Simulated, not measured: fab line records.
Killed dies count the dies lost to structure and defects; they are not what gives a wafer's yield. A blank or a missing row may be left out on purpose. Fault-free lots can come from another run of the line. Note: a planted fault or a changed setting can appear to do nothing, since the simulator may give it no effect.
Lot-split experiment / flow n5-finfet / route with 1938 steps; 7 lots, 39 wafers read

## SPLIT DETAILS
At N5_BEOL_M7_DEP_56 (deposits SiCN from 3MS/NH3, target thk 10 nm, time 17.5 s), the setting target-thk-a was moved away from the recipe's 100 angstrom on 12 of the 39 wafers read, by -25.6% to +52.2%. This setting was run at the recipe's value on the other wafers.

The split's own step is where the reading is taken.

## THE READING
SiCN_of_BEOL_M7_DEP_56.thk-nm (the simulator's own value, which no gauge read), in nm, at N5_BEOL_M7_DEP_56 (deposits SiCN from 3MS/NH3, target thk 10 nm, time 17.5 s). The file does not state a usual value for it. The 27 wafers here that ran the recipe average 10.0 nm, standard deviation 0.14 nm.

wafer=L080.2; tool, chamber at the split=pecvd-02, 2; target-thk-a as run, angstrom=100; against the recipe=recipe; SiCN_of_BEOL_M7_DEP_56.thk-nm, nm=9.8; against lot-mates on the recipe=-
wafer=L080.3; tool, chamber at the split=pecvd-02, 1,0; target-thk-a as run, angstrom=100; against the recipe=recipe; SiCN_of_BEOL_M7_DEP_56.thk-nm, nm=10.2; against lot-mates on the recipe=-
wafer=L080.4; tool, chamber at the split=pecvd-02, 1,0; target-thk-a as run, angstrom=100; against the recipe=recipe; SiCN_of_BEOL_M7_DEP_56.thk-nm, nm=10.2; against lot-mates on the recipe=-
wafer=L088.1; tool, chamber at the split=pecvd-02, 2,1,1,2,0; target-thk-a as run, angstrom=100; against the recipe=recipe; SiCN_of_BEOL_M7_DEP_56.thk-nm, nm=10; against lot-mates on the recipe=-
wafer=L088.3; tool, chamber at the split=pecvd-02, 2,1,1,2,0; target-thk-a as run, angstrom=100; against the recipe=recipe; SiCN_of_BEOL_M7_DEP_56.thk-nm, nm=10; against lot-mates on the recipe=-
wafer=L088.4; tool, chamber at the split=pecvd-02, 2,1,1,2,0; target-thk-a as run, angstrom=100; against the recipe=recipe; SiCN_of_BEOL_M7_DEP_56.thk-nm, nm=10; against lot-mates on the recipe=-
wafer=L088.5; tool, chamber at the split=pecvd-02, 2,1,1,2,0; target-thk-a as run, angstrom=100; against the recipe=recipe; SiCN_of_BEOL_M7_DEP_56.thk-nm, nm=10; against lot-mates on the recipe=-
wafer=L088.6; tool, chamber at the split=pecvd-02, 2,1,1,2,0; target-thk-a as run, angstrom=100; against the recipe=recipe; SiCN_of_BEOL_M7_DEP_56.thk-nm, nm=10; against lot-mates on the recipe=-
wafer=L088.2; tool, chamber at the split=pecvd-02, 0; target-thk-a as run, angstrom=100; against the recipe=recipe; SiCN_of_BEOL_M7_DEP_56.thk-nm, nm=10.2; against lot-mates on the recipe=-
wafer=L086.1; tool, chamber at the split=pecvd-02, 1,2; target-thk-a as run, angstrom=126.5; against the recipe=+26.5%; SiCN_of_BEOL_M7_DEP_56.thk-nm, nm=12.6; against lot-mates on the recipe=+2.5
wafer=L086.5; tool, chamber at the split=pecvd-02, 1,2; target-thk-a as run, angstrom=126.5; against the recipe=+26.5%; SiCN_of_BEOL_M7_DEP_56.thk-nm, nm=12.6; against lot-mates on the recipe=+2.5
wafer=L086.2; tool, chamber at the split=pecvd-02, 2,0; target-thk-a as run, angstrom=100; against the recipe=recipe; SiCN_of_BEOL_M7_DEP_56.thk-nm, nm=10; against lot-mates on the recipe=-
wafer=L086.3; tool, chamber at the split=pecvd-02, 2,0; target-thk-a as run, angstrom=100; against the recipe=recipe; SiCN_of_BEOL_M7_DEP_56.thk-nm, nm=10; against lot-mates on the recipe=-
wafer=L086.4; tool, chamber at the split=pecvd-02, 1; target-thk-a as run, angstrom=126.5; against the recipe=+26.5%; SiCN_of_BEOL_M7_DEP_56.thk-nm, nm=13; against lot-mates on the recipe=+2.9
wafer=L086.6; tool, chamber at the split=pecvd-02, 0; target-thk-a as run, angstrom=100; against the recipe=recipe; SiCN_of_BEOL_M7_DEP_56.thk-nm, nm=10.2; against lot-mates on the recipe=-
wafer=L090.1; tool, chamber at the split=pecvd-03, 1; target-thk-a as run, angstrom=152.2; against the recipe=+52.2%; SiCN_of_BEOL_M7_DEP_56.thk-nm, nm=14.8; against lot-mates on the recipe=+4.9
wafer=L090.2; tool, chamber at the split=pecvd-03, 2; target-thk-a as run, angstrom=100; against the recipe=recipe; SiCN_of_BEOL_M7_DEP_56.thk-nm, nm=9.8; against lot-mates on the recipe=-
wafer=L090.3; tool, chamber at the split=pecvd-03, 0; target-thk-a as run, angstrom=152.2; against the recipe=+52.2%; SiCN_of_BEOL_M7_DEP_56.thk-nm, nm=15; against lot-mates on the recipe=+5.1
wafer=L090.4; tool, chamber at the split=pecvd-03, 0; target-thk-a as run, angstrom=152.2; against the recipe=+52.2%; SiCN_of_BEOL_M7_DEP_56.thk-nm, nm=15.4; against lot-mates on the recipe=+5.5
wafer=L090.5; tool, chamber at the split=pecvd-03, 1,2; target-thk-a as run, angstrom=100; against the recipe=recipe; SiCN_of_BEOL_M7_DEP_56.thk-nm, nm=10; against lot-mates on the recipe=-
wafer=L090.6; tool, chamber at the split=pecvd-03, 1,2; target-thk-a as run, angstrom=100; against the recipe=recipe; SiCN_of_BEOL_M7_DEP_56.thk-nm, nm=10; against lot-mates on the recipe=-
wafer=L091.1; tool, chamber at the split=pecvd-01, 0,2; target-thk-a as run, angstrom=100; against the recipe=recipe; SiCN_of_BEOL_M7_DEP_56.thk-nm, nm=9.8; against lot-mates on the recipe=-
wafer=L091.2; tool, chamber at the split=pecvd-01, 0,2; target-thk-a as run, angstrom=100; against the recipe=recipe; SiCN_of_BEOL_M7_DEP_56.thk-nm, nm=9.8; against lot-mates on the recipe=-
wafer=L091.3; tool, chamber at the split=pecvd-01, 1,1,2,0; target-thk-a as run, angstrom=100; against the recipe=recipe; SiCN_of_BEOL_M7_DEP_56.thk-nm, nm=10; against lot-mates on the recipe=-
wafer=L091.4; tool, chamber at the split=pecvd-01, 1,1,2,0; target-thk-a as run, angstrom=100; against the recipe=recipe; SiCN_of_BEOL_M7_DEP_56.thk-nm, nm=10; against lot-mates on the recipe=-
wafer=L091.5; tool, chamber at the split=pecvd-01, 1,1,2,0; target-thk-a as run, angstrom=100; against the recipe=recipe; SiCN_of_BEOL_M7_DEP_56.thk-nm, nm=10; against lot-mates on the recipe=-
wafer=L091.6; tool, chamber at the split=pecvd-01, 1,1,2,0; target-thk-a as run, angstrom=100; against the recipe=recipe; SiCN_of_BEOL_M7_DEP_56.thk-nm, nm=10; against lot-mates on the recipe=-
wafer=L094.1; tool, chamber at the split=pecvd-02, 1; target-thk-a as run, angstrom=141; against the recipe=+41.0%; SiCN_of_BEOL_M7_DEP_56.thk-nm, nm=14; against lot-mates on the recipe=+3.9
wafer=L094.2; tool, chamber at the split=pecvd-02, 2,0; target-thk-a as run, angstrom=100; against the recipe=recipe; SiCN_of_BEOL_M7_DEP_56.thk-nm, nm=10; against lot-mates on the recipe=-
wafer=L094.3; tool, chamber at the split=pecvd-02, 2,0; target-thk-a as run, angstrom=100; against the recipe=recipe; SiCN_of_BEOL_M7_DEP_56.thk-nm, nm=10; against lot-mates on the recipe=-
wafer=L094.4; tool, chamber at the split=pecvd-02, 0,1; target-thk-a as run, angstrom=141; against the recipe=+41.0%; SiCN_of_BEOL_M7_DEP_56.thk-nm, nm=14.2; against lot-mates on the recipe=+4.1
wafer=L094.5; tool, chamber at the split=pecvd-02, 0,1; target-thk-a as run, angstrom=141; against the recipe=+41.0%; SiCN_of_BEOL_M7_DEP_56.thk-nm, nm=14.2; against lot-mates on the recipe=+4.1
wafer=L094.6; tool, chamber at the split=pecvd-02, 2; target-thk-a as run, angstrom=100; against the recipe=recipe; SiCN_of_BEOL_M7_DEP_56.thk-nm, nm=10.4; against lot-mates on the recipe=-
wafer=L097.1; tool, chamber at the split=pecvd-03, 2,1; target-thk-a as run, angstrom=74.42; against the recipe=-25.6%; SiCN_of_BEOL_M7_DEP_56.thk-nm, nm=7.4; against lot-mates on the recipe=-2.6
wafer=L097.2; tool, chamber at the split=pecvd-03, 2,1; target-thk-a as run, angstrom=74.42; against the recipe=-25.6%; SiCN_of_BEOL_M7_DEP_56.thk-nm, nm=7.4; against lot-mates on the recipe=-2.6
wafer=L097.3; tool, chamber at the split=pecvd-03, 0; target-thk-a as run, angstrom=74.42; against the recipe=-25.6%; SiCN_of_BEOL_M7_DEP_56.thk-nm, nm=7.6; against lot-mates on the recipe=-2.4
wafer=L097.4; tool, chamber at the split=pecvd-03, 1; target-thk-a as run, angstrom=100; against the recipe=recipe; SiCN_of_BEOL_M7_DEP_56.thk-nm, nm=9.8; against lot-mates on the recipe=-
wafer=L097.5; tool, chamber at the split=pecvd-03, 2; target-thk-a as run, angstrom=100; against the recipe=recipe; SiCN_of_BEOL_M7_DEP_56.thk-nm, nm=10; against lot-mates on the recipe=-
wafer=L097.6; tool, chamber at the split=pecvd-03, 0; target-thk-a as run, angstrom=100; against the recipe=recipe; SiCN_of_BEOL_M7_DEP_56.thk-nm, nm=10.2; against lot-mates on the recipe=-
Rows listing several chambers each stand for several wafers; the file does not say which wafer went through which chamber.

THE FIT
A straight line over all 39 wafers: SiCN_of_BEOL_M7_DEP_56.thk-nm changes by +0.0988 nm for each +1% of target-thk-a; r = +1.00; the points scatter about the line by 0.16 nm.
The same after taking each lot's own level away (the mean of its wafers on the recipe; 39 wafers): +0.0985 nm for each +1%; r = +1.00; scatter 0.15 nm.
On that fit, the largest move of target-thk-a shifts the reading by 5.1 nm.
The lots' own levels span 9.93 to 10.13 nm, that is 1.4 times the standard deviation above.
The two slopes agree, so the slope changes little with the lot-to-lot level.
Check: for one of the wafers moved furthest among these (+52.2%), held out of the fit, the line's prediction against its lot-mates is +5.19 nm. It came out at +4.87 nm against them.

## OTHER SPLITS APPLIED TO THESE WAFERS
These wafers also went through other splits before the reading. Each is held against what the fit with the lots' levels taken away leaves over:
other split on the same wafers=N5_BEOL_M5_HM_DEP_02 target-thk-a; wafers away from the commonest value=18; r with SiCN_of_BEOL_M7_DEP_56.thk-nm (lot level and that fit taken away)=+0.01

## THE FILE'S OWN FIT
SiCN_of_BEOL_M7_DEP_56.thk-nm changes by +0.0985 nm for each +1% of target-thk-a, r = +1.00.
